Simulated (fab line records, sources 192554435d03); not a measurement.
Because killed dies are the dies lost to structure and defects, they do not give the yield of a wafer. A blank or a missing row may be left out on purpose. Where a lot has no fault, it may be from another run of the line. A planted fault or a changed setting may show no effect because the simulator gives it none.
Struck lot and sound lot, side by side	flow n5-finfet	17 steps out of a route of 1938
Sound: wafers L131.1, L131.4, L131.6. Struck: wafer L139.4. (L139.5 of the same lot was not struck and is left out.) The cause comes at the end.
Order at every step that has rows: each side's tool, ch and its chambers, its first start. Under that, the readings that differ: sound wafers	struck wafers	difference of the means	sigmas: that difference in standard deviations of wafers without a fault.
alike: words and numbers the same on both sides, and readings whose means are apart by under 2 such deviations; not compared: readings that were withheld, readings missing a value for some wafer, numbers with overlapping values and no deviation given by the record, and bounds like >300 which may hide the same value.
The two part at a step that has a row with sigmas, a row that says differs or no value, or rows on one side only. When numbers do not overlap yet have no deviation, they are printed without sigmas and do not part them. Lack of a reading on every wafer of one side parts them only where that side has two or more wafers.

first, 6 steps without rows for these wafers: N5_BEOL_M5_COAT_22 (resist thk 30 nm); N5_BEOL_M5_EBR_24; N5_BEOL_M5_SOFTBAKE_23 (time 60 s); N5_BEOL_M5_EXPOSE_25 (exposes mask V4, defocus 10 nm); N5_BEOL_M5_PEB_26 (peb time 60 s); N5_BEOL_M5_DEVELOP_27 (develop time 30 s).
N5_BEOL_M5_CD_MEAS_28: target cd 30.6 nm, target cd y 20 nm.
  sound on cd-sem-02 ch 0, day 7 23:37; struck on cd-sem-03 ch 0, day 10 17:41
  alike: cd-nm
N5_BEOL_M5_OVL_MEAS_29:
  sound on overlay-01 ch 0, day 7 23:39; struck on overlay-01 ch 0, day 10 17:44
reading	sound	struck	difference	sigmas
V4_OVL (nm)	-0.7 -1.9 -0.6	0.6	+1.7	+2
N5_BEOL_M5_INSPECT_30: inspects for defects (brightfield).
  sound on defect-inspect-02, day 7 23:43; struck on defect-inspect-01, day 10 17:47
  alike: raw-defect-count
N5_BEOL_M5_DESCUM_33: chemistry O2, time 7 s.
  sound on rie-diel-03 ch 2,3, day 8 00:10; struck on rie-diel-04 ch 1, day 10 17:49
reading	sound	struck	difference	sigmas
throttle-valve-pct (%)	20.28 20.52 20.26	20.63	+0.28	+2
  alike: bias-power-w, drypump-motor-current-A, oes-product-au, rf-vpp-V, showerhead-plenum-p-Torr
  not compared: rf-hours-counter-h
N5_BEOL_M5_ETCH_75: etches underlayer in N2/H2, target depth 6.5 nm, time 5.2 s.
  sound on rie-diel-03 ch 2,3, day 8 00:12; struck on rie-diel-04 ch 1, day 10 17:50
reading	sound	struck	difference	sigmas
etch-rf-on-time-s (s)	5.11 5.20 5.04	5.33	+0.21	+2
throttle-valve-pct (%)	17.68 17.93 17.71	18.12	+0.35	+2
  alike: drypump-motor-current-A, h2-flow-sccm, oes-product-au, rf-vpp-V, showerhead-plenum-p-Torr
  not compared: rf-hours-counter-h
N5_BEOL_M5_ETCH_67: etches SiARC in CF4, target depth 15.6 nm, time 26 s.
  sound on rie-diel-03 ch 2,3, day 8 00:13; struck on rie-diel-04 ch 1, day 10 17:52
reading	sound	struck	difference	sigmas
rf-vpp-V (V)	185.0 184.0 183.6	181.7	-2.5	-2
  alike: drypump-motor-current-A, etch-rf-on-time-s, oes-product-au, showerhead-plenum-p-Torr, throttle-valve-pct
  not compared: rf-hours-counter-h
N5_BEOL_M5_ETCH_68: etches SOC in N2/H2, target depth 80 nm, overetch 16 nm, time 120 s.
  sound on rie-diel-03 ch 2,3, day 8 00:15; struck on rie-diel-04 ch 1, day 10 17:53
reading	sound	struck	difference	sigmas
model.SiARC_of_BEOL_M5_COAT_66.thk-nm (nm)	6.4 6.2 6.4	8.2	+1.9	
model.BEOL_M5.cd-nm (nm)	28.4 28.6 28.2	27.6	-0.8	
  alike: drypump-motor-current-A, h2-flow-sccm, oes-product-au, rf-vpp-V, showerhead-plenum-p-Torr, throttle-valve-pct
  not compared: rf-hours-counter-h
then, 2 steps without rows for these wafers: N5_BEOL_M5_STRIP_69 (strips in N2/H2); N5_BEOL_M5_STRIP_76 (strips in N2/H2).
N5_BEOL_M5_VIA_ETCH_34: etches SiCOH lowk in C4F6/O2, target depth 88.3 nm, time 39.2 s.
  sound on rie-diel-03 ch 2,3, day 8 00:21; struck on rie-diel-04 ch 1, day 10 17:59
reading	sound	struck	difference	sigmas
model.BEOL_M5.cd-nm (nm)	28.4 28.6 28.2	27.6	-0.8	
  alike: drypump-motor-current-A, oes-product-au, rf-vpp-V, showerhead-plenum-p-Torr, throttle-valve-pct
  not compared: rf-hours-counter-h
then, 1 step without rows for these wafers: N5_BEOL_M5_STRIP_85 (strips in C4F6/O2).

## WHERE THEY PART
At N5_BEOL_M5_OVL_MEAS_29 first; at N5_BEOL_M5_ETCH_67 last (within this record only). Later steps at which nothing parts them and some readings are alike: N5_BEOL_M5_ETCH_68, N5_BEOL_M5_VIA_ETCH_34.

WHY: the cause the simulator had injected
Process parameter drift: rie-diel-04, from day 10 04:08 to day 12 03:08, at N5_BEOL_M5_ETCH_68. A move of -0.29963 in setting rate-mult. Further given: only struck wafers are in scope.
